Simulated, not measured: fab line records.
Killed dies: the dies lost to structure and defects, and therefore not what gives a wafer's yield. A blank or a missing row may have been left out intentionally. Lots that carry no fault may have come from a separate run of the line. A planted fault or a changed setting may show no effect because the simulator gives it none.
The same fault as seen by 2 desks	flow n5Finfet	only its own numbers are on each desk; what lay behind them is given at the end

DESK OF THE TOOL OWNER: rieDiel-06
The tool's own readings at N5_MOL_CONTACT_COAG_ETCH_47 (etches SiNx in CH3F/O2, stops on W, target depth 27 nm): means of the sampled wafers that have a number, for each lot that ran on this tool. If a lot's mean is further than 4 standard deviations from the usual mean, the lot is out of limits and carries the mark OUT (the distance appears in the brackets).
Columns: A = O2_flow_sccm at N5_MOL_CONTACT_COAG_ETCH_47, usual 19.99 sccm; B = drypumpMotorCurrentA at N5_MOL_CONTACT_COAG_ETCH_47, usual 5.9 A; C = etchRfOnTimeS at N5_MOL_CONTACT_COAG_ETCH_47, usual 31.1 s; D = oesProductAu at N5_MOL_CONTACT_COAG_ETCH_47, usual 0.71 a.u.; E = rfVppV at N5_MOL_CONTACT_COAG_ETCH_47, usual 297.9 V; F = showerheadPlenumPTorr at N5_MOL_CONTACT_COAG_ETCH_47, usual 2.01 Torr; G = throttleValvePct at N5_MOL_CONTACT_COAG_ETCH_47, usual 16.21 %
lot	first seen here	A	B	C	D	E	F	G
L848	day 5 15:51	20.00	6.2	31.3	0.70	296.8	1.98	16.19
L852	day 6 12:40	20.06	6.1	40.9 (+22) OUT	0.65	297.1	2.02	16.27
L853	day 6 22:23	19.97	5.8	41.1 (+22) OUT	0.60	294.2	1.96	16.26
L854	day 7 06:08	19.97	6.2	37.4 (+14) OUT	0.70	296.5	2.05	16.25
This desk's finding: out of limits on L852, L853, L854; first on L852, day 6 12:40 (etchRfOnTimeS at N5_MOL_CONTACT_COAG_ETCH_47). L848 stayed within limits.

AT THE METROLOGY DESK
What the gauges read for every lot (on any tool): the sampled wafers with a number, averaged. If a lot's mean is further than 4 standard deviations from the usual mean, the lot is out of limits and carries the mark OUT (the distance appears in the brackets). Shown here are 7 of its 10 readings, the ones lying furthest out on some lot.
Columns: A = DIBL_N at N5_BEOL_M4_RC_MEAS_101, usual 36.3 mV/V; B = IOFF_N at N5_BEOL_M4_RC_MEAS_101, usual 0.160 nA/um; C = IOFF_P at N5_BEOL_M4_RC_MEAS_101, usual 0.211 nA/um; D = ION_N at N5_BEOL_M4_RC_MEAS_101, usual 676 uA/um; E = SS_N at N5_BEOL_M4_RC_MEAS_101, usual 71.4 mV/dec; F = VT_N at N5_BEOL_M4_RC_MEAS_101, usual 249.3 mV; G = VT_P at N5_BEOL_M4_RC_MEAS_101, usual -250.1 mV
lot	first seen here	A	B	C	D	E	F	G
L848	day 8 18:10	36.6	0.189	0.233	686	72.0	248.1	-248.5
L852	day 9 12:46	37.3	0.133	0.210	665	71.3	253.7	-250.4
L853	day 9 22:14	36.5	0.147	0.195	678	71.1	248.6	-249.9
L854	day 10 01:55	35.8	0.169	0.220	680	70.6	248.0	-248.3
L861	day 11 20:56	38.0	0.171	0.255	674	72.0	247.8	-246.2
L859	day 11 21:01	35.1	0.153	0.208	678	71.1	251.6	-249.9
L864	day 12 19:27	36.5	0.169	0.216	684	71.0	245.8	-249.9
This desk's finding: nothing out of limits on any of the 7 lots.

BROUGHT TOGETHER
The tool owner's desk could have raised an alarm at day 6 12:40, on L852, L853, L854.
The metrology desk saw nothing out of limits.
The metrology desk has L852, L853, L854 on record, within its limits.
Of the lots named, all ran N5_MOL_CONTACT_COAG_ETCH_47 on rieDiel-06.

WHAT THE SIMULATOR HAD PUT IN
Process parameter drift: rieDiel-06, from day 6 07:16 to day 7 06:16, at N5_MOL_CONTACT_COAG_ETCH_47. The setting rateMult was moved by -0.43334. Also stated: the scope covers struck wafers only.
Lots struck among those shown: L852, L853, L854.
How many hours passed from the start of the fault until each desk's first out-of-limits reading: the tool owner's desk, 5.
